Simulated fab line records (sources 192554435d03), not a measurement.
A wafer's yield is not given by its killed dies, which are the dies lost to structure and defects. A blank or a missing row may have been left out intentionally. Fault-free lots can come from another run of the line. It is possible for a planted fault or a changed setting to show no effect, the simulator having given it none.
Matching of chambers :: flow n5-finfet :: 4 sister chambers for N5_BEOL_M12_ETCH_68 on rie-diel-05
The step etches SOC in N2/H2, time 285 s. 4 wafers are shown with their chamber, then 11 later ones without.

WAFERS, EACH WITH ITS CHAMBER
wafer: L076.2
chamber: 1
throttle-valve-pct (%): 17.57

wafer: L088.5
chamber: 3
throttle-valve-pct (%): 17.69

wafer: L088.6
chamber: 2
throttle-valve-pct (%): 18.61

wafer: L091.2
chamber: 0
throttle-valve-pct (%): 17.77

WAFERS WITH NO CHAMBER GIVEN
wafer: L091.5
throttle-valve-pct (%): 17.78

wafer: L091.6
throttle-valve-pct (%): 17.68

wafer: L093.2
throttle-valve-pct (%): 17.61

wafer: L093.3
throttle-valve-pct (%): 17.76

wafer: L093.4
throttle-valve-pct (%): 17.69

wafer: L092.1
throttle-valve-pct (%): 17.61

wafer: L092.2
throttle-valve-pct (%): 17.68

wafer: L092.4
throttle-valve-pct (%): 17.78

wafer: L097.2
throttle-valve-pct (%): 17.64

wafer: L097.4
throttle-valve-pct (%): 17.63

wafer: L097.6
throttle-valve-pct (%): 17.78

WHICH CHAMBER EACH ONE RAN IN
wafer: L091.5
from the rows above: 0
in truth: 0

wafer: L091.6
from the rows above: 3
in truth: 3

wafer: L093.2
from the rows above: can't be placed: 1 or 3
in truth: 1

wafer: L093.3
from the rows above: 0
in truth: 0

wafer: L093.4
from the rows above: 3
in truth: 3

wafer: L092.1
from the rows above: can't be placed: 1 or 3
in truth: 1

wafer: L092.2
from the rows above: 3
in truth: 3

wafer: L092.4
from the rows above: 0
in truth: 0

wafer: L097.2
from the rows above: can't be placed: 3 or 1
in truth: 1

wafer: L097.4
from the rows above: can't be placed: 1 or 3
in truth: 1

wafer: L097.6
from the rows above: 0
in truth: 0
Correct placement for 7 of the 11. Cannot be placed on the basis of these rows: 4; the candidates contain the true chamber in 4. Wrongly placed: 0.
How it was worked out, from the rows above alone: a wafer's distance from a chamber is the root of the sum, over the readings, of the square of ((its reading less the chamber's mean) divided by the reading's scatter). If the next closest chamber is less than 2 further off than the closest, the wafer can't be placed; otherwise it belongs to the closest. A chamber's mean is the mean of its shown wafers. The scatter: root of mean squared gap, hidden wafer to nearest shown wafer, with one shown wafer a chamber.
